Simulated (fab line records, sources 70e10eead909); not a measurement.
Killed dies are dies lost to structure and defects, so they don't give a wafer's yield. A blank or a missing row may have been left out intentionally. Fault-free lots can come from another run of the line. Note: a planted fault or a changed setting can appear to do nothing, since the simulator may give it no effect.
Which tool was responsible? / flow nand_harc / 12 lots with 36 wafers sampled at 5 steps, on a route of 1302 steps

WHAT EACH GAUGE READ, for each wafer
NHARC_A_M1_THK_MEAS_24: measures by xrf.
lot=L666; measured=day 23 19:45; on=film_metro-01; thk_nm (nm)=154.0 153.9 152.3
lot=L667; measured=day 23 22:14; on=film_metro-01; thk_nm (nm)=155.3 155.9 154.9
lot=L670; measured=day 25 07:32; on=film_metro-01; thk_nm (nm)=153.4 150.8 158.1
lot=L675; measured=day 27 10:07; on=film_metro-02; thk_nm (nm)=156.1 154.3 154.4
lot=L677; measured=day 27 13:02; on=film_metro-02; thk_nm (nm)=153.3 152.7 155.0
lot=L676; measured=day 27 21:40; on=film_metro-02; thk_nm (nm)=153.5 154.2 155.0
lot=L682; measured=day 30 03:59; on=film_metro-02; thk_nm (nm)=158.5 154.3 154.7
lot=L681; measured=day 30 05:28; on=film_metro-02; thk_nm (nm)=154.7 156.3 155.2
lot=L684; measured=day 30 23:31; on=film_metro-01; thk_nm (nm)=155.2 155.2 155.4
lot=L686; measured=day 31 13:38; on=film_metro-02; thk_nm (nm)=155.8 157.7 157.0
lot=L685; measured=day 31 14:51; on=film_metro-01; thk_nm (nm)=155.9 154.0 152.4
lot=L687; measured=day 33 03:39; on=film_metro-01; thk_nm (nm)=153.8 155.1 153.0

NHARC_END_SORT_01.
lot=L676; measured=day 29 06:46; on=prober-01; defect_limited_yield (%)=93.8 92.9 92.0; killed_at_array=37 44 51; killed_at_other=1 1 0; killed_at_periphery=4 3 3; killed_dies=42 48 54; killed_open=2 2 4; killed_short=0 1 3; sort_bin_2_pct (%)=2.1 2.2 3.1; sort_bin_3_pct (%)=0.4 0.3 0.4; sort_bin_4_pct (%)=3.7 4.6 4.4; sort_n_pass=635 629 623; sort_rim_yield_pct (%)=91 93 95; sort_yield_pct (%)=93.8 92.9 92.0

WHICH TOOL RAN EACH LOT (tool, then ch and the chambers of the sampled wafers, then the start)
lot=L666; NHARC_A_M1_STRIP_18=rie_diel-03 ch 0,2,3, day 23 17:43; NHARC_A_M1_ANNEAL_31=rtp_anneal-01 ch 0, day 23 19:05; NHARC_A_M1_DEP_33=pecvd-01 ch 0,1,2, day 23 20:03
lot=L667; NHARC_A_M1_STRIP_18=rie_diel-02 ch 0,1,3, day 23 20:11; NHARC_A_M1_ANNEAL_31=rtp_anneal-01 ch 0, day 23 21:34; NHARC_A_M1_DEP_33=pecvd-04 ch 0,1, day 23 22:32
lot=L670; NHARC_A_M1_STRIP_18=rie_diel-05 ch 0,1,3, day 25 05:32; NHARC_A_M1_ANNEAL_31=rtp_anneal-01 ch 0, day 25 06:56; NHARC_A_M1_DEP_33=pecvd-01 ch 0,1, day 25 07:55
lot=L675; NHARC_A_M1_STRIP_18=rie_diel-03 ch 0,2,3, day 27 08:05; NHARC_A_M1_ANNEAL_31=rtp_anneal-02 ch 0, day 27 09:26; NHARC_A_M1_DEP_33=pecvd-02 ch 0,1,2, day 27 10:25
lot=L677; NHARC_A_M1_STRIP_18=rie_diel-02 ch 0,3, day 27 10:52; NHARC_A_M1_ANNEAL_31=rtp_anneal-01 ch 0, day 27 12:23; NHARC_A_M1_DEP_33=pecvd-01 ch 0,1,2, day 27 13:30
lot=L676; NHARC_A_M1_STRIP_18=rie_diel-05 ch 0,1,2, day 27 19:29; NHARC_A_M1_ANNEAL_31=rtp_anneal-01 ch 0, day 27 20:59; NHARC_A_M1_DEP_33=pecvd-02 ch 0,2, day 27 22:01
lot=L682; NHARC_A_M1_STRIP_18=rie_diel-02 ch 1,3, day 30 01:56; NHARC_A_M1_ANNEAL_31=rtp_anneal-01 ch 0, day 30 03:19; NHARC_A_M1_DEP_33=pecvd-02 ch 0,2, day 30 04:23
lot=L681; NHARC_A_M1_STRIP_18=rie_diel-02 ch 0,2, day 30 03:26; NHARC_A_M1_ANNEAL_31=rtp_anneal-01 ch 0, day 30 04:49; NHARC_A_M1_DEP_33=pecvd-02 ch 0,2, day 30 05:53
lot=L684; NHARC_A_M1_STRIP_18=rie_diel-02 ch 1,3, day 30 21:26; NHARC_A_M1_ANNEAL_31=rtp_anneal-02 ch 0, day 30 22:51; NHARC_A_M1_DEP_33=pecvd-01 ch 0,1, day 30 23:49
lot=L686; NHARC_A_M1_STRIP_18=rie_diel-02 ch 0,1,2, day 31 11:38; NHARC_A_M1_ANNEAL_31=rtp_anneal-02 ch 0, day 31 12:59; NHARC_A_M1_DEP_33=pecvd-01 ch 0,1, day 31 13:59
lot=L685; NHARC_A_M1_STRIP_18=rie_diel-02 ch 0,1,3, day 31 12:47; NHARC_A_M1_ANNEAL_31=rtp_anneal-02 ch 0, day 31 14:11; NHARC_A_M1_DEP_33=pecvd-01 ch 0,1,2, day 31 15:09
lot=L687; NHARC_A_M1_STRIP_18=rie_diel-02 ch 0,1, day 33 01:35; NHARC_A_M1_ANNEAL_31=rtp_anneal-01 ch 0, day 33 03:02; NHARC_A_M1_DEP_33=pecvd-01 ch 1,2, day 33 04:14
- NHARC_A_M1_STRIP_18: strips in N2/H2.
- NHARC_A_M1_ANNEAL_31: time 90 s.
- NHARC_A_M1_DEP_33: deposits SiCN, target thk 30 nm.

AS READ BY THE TOOLS THEMSELVES (means over the sampled wafers that have a number; for cases with no such wafer, the mark the record gives instead)
NHARC_A_M1_STRIP_18.
lot=L666; tool=rie_diel-03; drypump_motor_current_A (A)=5.8; oes_product_au (a.u.)=1.004; rf_vpp_V (V)=89.9; showerhead_plenum_p_Torr (Torr)=2.02; throttle_valve_pct (%)=14.169
lot=L667; tool=rie_diel-02; drypump_motor_current_A (A)=5.9; oes_product_au (a.u.)=1.000; rf_vpp_V (V)=90.6; showerhead_plenum_p_Torr (Torr)=2.06; throttle_valve_pct (%)=14.165
lot=L670; tool=rie_diel-05; drypump_motor_current_A (A)=5.6; oes_product_au (a.u.)=1.002; rf_vpp_V (V)=91.2; showerhead_plenum_p_Torr (Torr)=2.00; throttle_valve_pct (%)=14.175
lot=L675; tool=rie_diel-03; drypump_motor_current_A (A)=5.9; oes_product_au (a.u.)=0.997; rf_vpp_V (V)=90.1; showerhead_plenum_p_Torr (Torr)=2.02; throttle_valve_pct (%)=14.173
lot=L677; tool=rie_diel-02; drypump_motor_current_A (A)=5.6; oes_product_au (a.u.)=1.000; rf_vpp_V (V)=91.5; showerhead_plenum_p_Torr (Torr)=1.99; throttle_valve_pct (%)=14.175
lot=L676; tool=rie_diel-05; drypump_motor_current_A (A)=5.6; oes_product_au (a.u.)=0.993; rf_vpp_V (V)=91.1; showerhead_plenum_p_Torr (Torr)=2.08; throttle_valve_pct (%)=14.172
lot=L682; tool=rie_diel-02; drypump_motor_current_A (A)=6.2; oes_product_au (a.u.)=1.013; rf_vpp_V (V)=91.5; showerhead_plenum_p_Torr (Torr)=2.13; throttle_valve_pct (%)=14.168
lot=L681; tool=rie_diel-02; drypump_motor_current_A (A)=5.0; oes_product_au (a.u.)=0.997; rf_vpp_V (V)=90.4; showerhead_plenum_p_Torr (Torr)=1.96; throttle_valve_pct (%)=14.167
lot=L684; tool=rie_diel-02; drypump_motor_current_A (A)=6.2; oes_product_au (a.u.)=1.003; rf_vpp_V (V)=91.6; showerhead_plenum_p_Torr (Torr)=2.12; throttle_valve_pct (%)=14.178
lot=L686; tool=rie_diel-02; drypump_motor_current_A (A)=5.4; oes_product_au (a.u.)=0.987; rf_vpp_V (V)=90.8; showerhead_plenum_p_Torr (Torr)=2.02; throttle_valve_pct (%)=14.163
lot=L685; tool=rie_diel-02; drypump_motor_current_A (A)=5.9; oes_product_au (a.u.)=0.998; rf_vpp_V (V)=91.3; showerhead_plenum_p_Torr (Torr)=2.06; throttle_valve_pct (%)=14.177
lot=L687; tool=rie_diel-02; drypump_motor_current_A (A)=5.4; oes_product_au (a.u.)=1.001; rf_vpp_V (V)=90.6; showerhead_plenum_p_Torr (Torr)=1.99; throttle_valve_pct (%)=14.175

NHARC_A_M1_ANNEAL_31.
lot=L666 tool=rtp_anneal-01 wafer_temp_C_max=226.30
lot=L667 tool=rtp_anneal-01 wafer_temp_C_max=226.02
lot=L670 tool=rtp_anneal-01 wafer_temp_C_max=225.88
lot=L675 tool=rtp_anneal-02 wafer_temp_C_max=225.96
lot=L677 tool=rtp_anneal-01 wafer_temp_C_max=226.15
lot=L676 tool=rtp_anneal-01 wafer_temp_C_max=225.90
lot=L682 tool=rtp_anneal-01 wafer_temp_C_max=225.84
lot=L681 tool=rtp_anneal-01 wafer_temp_C_max=226.05
lot=L684 tool=rtp_anneal-02 wafer_temp_C_max=225.95
lot=L686 tool=rtp_anneal-02 wafer_temp_C_max=225.97
lot=L685 tool=rtp_anneal-02 wafer_temp_C_max=225.72
lot=L687 tool=rtp_anneal-01 wafer_temp_C_max=226.06

NHARC_A_M1_DEP_33.
lot=L666; tool=pecvd-01; chamber_pressure_Torr (Torr)=2.997; heater_power_outer_w (W)=289; heater_power_w (W)=515
lot=L667; tool=pecvd-04; chamber_pressure_Torr (Torr)=2.992; heater_power_outer_w (W)=278; heater_power_w (W)=500
lot=L670; tool=pecvd-01; chamber_pressure_Torr (Torr)=3.002; heater_power_outer_w (W)=360; heater_power_w (W)=587
lot=L675; tool=pecvd-02; chamber_pressure_Torr (Torr)=-; heater_power_outer_w (W)=-; heater_power_w (W)=-
lot=L677; tool=pecvd-01; chamber_pressure_Torr (Torr)=-; heater_power_outer_w (W)=-; heater_power_w (W)=-
lot=L676; tool=pecvd-02; chamber_pressure_Torr (Torr)=-; heater_power_outer_w (W)=-; heater_power_w (W)=-
lot=L682; tool=pecvd-02; chamber_pressure_Torr (Torr)=2.998; heater_power_outer_w (W)=348; heater_power_w (W)=604
lot=L681; tool=pecvd-02; chamber_pressure_Torr (Torr)=3.000; heater_power_outer_w (W)=341; heater_power_w (W)=585
lot=L684; tool=pecvd-01; chamber_pressure_Torr (Torr)=3.003; heater_power_outer_w (W)=334; heater_power_w (W)=556
lot=L686; tool=pecvd-01; chamber_pressure_Torr (Torr)=3.003; heater_power_outer_w (W)=326; heater_power_w (W)=553
lot=L685; tool=pecvd-01; chamber_pressure_Torr (Torr)=2.994; heater_power_outer_w (W)=354; heater_power_w (W)=599
lot=L687; tool=pecvd-01; chamber_pressure_Torr (Torr)=2.998; heater_power_outer_w (W)=321; heater_power_w (W)=582

THE ANSWER, worked out from the rows above alone
Rule: usual is defined by the lots themselves. Put in order of their means at a reading, lots are off if they are a third of the lots or fewer, leave a main group of 4 or more, and stand apart from it by a gap of 3 or more times the standard deviation of the main group's means; of several such gaps the widest counts. If all means in a main group match to the digits the tables above print for the reading, that group is not used. A lot without any number at a reading at which 4 lots or more have one is off too. Where the step has rows for the other lots, those lots are counted as sound. After the gauges, taken in route order, come the tools' own readings; for these a lot's mean is taken, as printed above. At the first step where some lot is off, the reading lying furthest off is the one used; lots without a number count as furthest.
Off: L675, L677, L676 (NHARC_A_M1_DEP_33, chamber_pressure_Torr). Without a number there: L675, L677, L676. The main group: mean 2.999 Torr, standard deviation 0.0037.
A tool fits if, at that step or a process step before it, it ran every lot that is off, and no sound lot after the first of them. None of those tried fits.

WHAT THE SIMULATOR HAD PUT IN
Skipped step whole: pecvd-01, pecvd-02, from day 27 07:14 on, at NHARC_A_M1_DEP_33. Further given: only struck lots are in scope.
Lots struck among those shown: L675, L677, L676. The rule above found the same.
